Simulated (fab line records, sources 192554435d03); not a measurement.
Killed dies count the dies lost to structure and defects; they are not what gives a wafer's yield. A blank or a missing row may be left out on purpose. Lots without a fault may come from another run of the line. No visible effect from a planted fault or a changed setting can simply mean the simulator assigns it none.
A lot that was struck, set against a sound lot | flow n5-finfet | 28 steps out of a route of 1938
Sound: the wafers L637.1, L637.2, L637.3. Struck: wafers L646.2, L646.3, L646.4. The cause is given at the end.
Each step with rows lists, per side, the tool, then ch with its chambers, then its first start. Under that, the readings that differ: sound wafers | struck wafers | difference of the means | sigmas: that difference in standard deviations of wafers without a fault.
alike: readings with means less than 2 such deviations apart, plus words and numbers identical on both sides. not compared: withheld readings, readings lacking a value on some wafer, bounds such as >300 that could conceal the same value, and numbers that have no deviation in the record and whose values overlap.
A row with sigmas, a row that says differs or no value, or rows on one side alone: a step with any of these is where the two part. Non-overlapping numbers with no deviation appear without sigmas and do not part them. Lack of a reading on every wafer of one side parts them only where that side has two or more wafers.

first, 8 steps without rows for these wafers: N5_BEOL_M0_CMP_120 (polishes, stops on SiOC, t overpolish 6.9 s); N5_BEOL_M0_PRE_CLEAN_131 (time 15 s); N5_BEOL_M0_CO_CAP_123 (material Co, precursor CCTBA/H2, target thk 2 nm, time 102.1 s); N5_BEOL_M0_PRE_CLEAN_124 (time 15 s); N5_BEOL_M0_DEP_125 (deposits SiCN from 3MS/NH3, target thk 8 nm, time 14 s); N5_BEOL_M1_ILD_DEP_00 (deposits SiOC from DEMS/O2, target thk 79 nm, time 15.3 s); N5_BEOL_M1_PECVD_72 (deposits SiO2 from TEOS/O2, target thk 16 nm, time 18 s); N5_BEOL_M1_HM_DEP_02 (deposits TiN, target thk 20 nm).
N5_BEOL_M1_COAT_61: time 60 s, resist thk 60 nm.
  sound on litho-track-01 ch 0, day 7 13:25; struck on litho-track-01 ch 0, day 9 23:04
  reading                                  | sound                | struck               | difference | sigmas
  spin-speed-rpm (rpm)                     | 1500.6 1499.6 1499.0 | 1366.6 1364.2 1365.7 | -134.2     | -99 or more
  model.SOC_of_BEOL_M1_COAT_61.thk-nm (nm) | 60 60 60.2           | 63.2 63.2 63         | +3.1       |
then, 11 steps without rows for these wafers: N5_BEOL_M1_COAT_62 (time 60 s, resist thk 12 nm); N5_BEOL_M1_COAT_73 (time 60 s, resist thk 5 nm); N5_BEOL_M1_COAT_05 (resist thk 30 nm); N5_BEOL_M1_EBR_07; N5_BEOL_M1_SOFTBAKE_06 (time 60 s); N5_BEOL_M1_EXPOSE_08 (exposes mask M1); N5_BEOL_M1_PEB_09 (peb time 60 s); N5_BEOL_M1_DEVELOP_10 (develop time 30 s); N5_BEOL_M1_DESCUM_16 (chemistry O2, time 7 s); N5_BEOL_M1_ETCH_74 (etches underlayer in N2/H2, target depth 6.5 nm, time 5.2 s); N5_BEOL_M1_ETCH_63 (etches SiARC in CF4, target depth 15.6 nm, time 26 s).
N5_BEOL_M1_ETCH_64: etches SOC in N2/H2, target depth 75 nm, overetch 15 nm, time 112.5 s.
  sound on rie-diel-04 ch 0,1,2, day 7 14:17; struck on rie-diel-03 ch 0,2,3, day 9 23:32
  reading                  | sound             | struck           | difference | sigmas
  model.etch.depth-nm (nm) | 60.05 60.05 60.19 | 63.1 63.18 63.09 | +3.0       |
  alike: drypump-motor-current-A, h2-flow-sccm, oes-product-au, rf-fwd-power-W, rf-vpp-V, showerhead-plenum-p-Torr, throttle-valve-pct
  not compared: rf-hours-counter-h
then, 3 steps without rows for these wafers: N5_BEOL_M1_STRIP_65 (strips in N2/H2); N5_BEOL_M1_STRIP_75 (strips in N2/H2); N5_BEOL_M1_STRIP_66 (strips in CF4).
N5_BEOL_M1_HM_OPEN_17: chemistry Cl2/BCl3, target TiN, target depth 20 nm, overetch 6 nm.
  sound on rie-metal-01 ch 0,1, day 7 14:27; struck on rie-metal-03 ch 1, day 9 23:44
  reading                                  | sound        | struck         | difference | sigmas
  model.SOC_of_BEOL_M1_COAT_61.thk-nm (nm) | 51.8 52.4 52 | 55.2 55.4 55.2 | +3.2       |
  alike: bcl3-flow-sccm, drypump-motor-current-A, he-backside-leak-sccm, oes-product-au, rf-fwd-power-W, throttle-valve-pct
  not compared: rf-hours-counter-h
then, 1 step without rows for these wafers: N5_BEOL_M1_STRIP_19 (strips in O2).
-- here the record skips 3 days between the struck wafers' starts before and after, leaving off in module BEOL_M1 and picking up in module BEOL_M4 (first step shown: number 1111 of the route) --
N5_BEOL_M4_RC_MEAS_101:
  sound on prober-01 ch 0, day 10 03:07; struck on prober-02 ch 0, day 12 11:51
  alike: DIBL_N, DIBL_P, IOFF_N, IOFF_P, ION_N, ION_P, SS_N, SS_P, VT_N, VT_P
N5_PASSIVATION_PROBE_49:
  the record holds rows for the sound wafers here (prober-02, day 14 14:47) but none for the struck ones

## WHERE THEY PART
At N5_BEOL_M1_COAT_61 first; at N5_PASSIVATION_PROBE_49 last (within this record only).

WHY: what the simulator had put in
Drift in process parameters on litho-track-01 at N5_BEOL_M1_COAT_61, starting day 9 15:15. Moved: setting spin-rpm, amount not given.
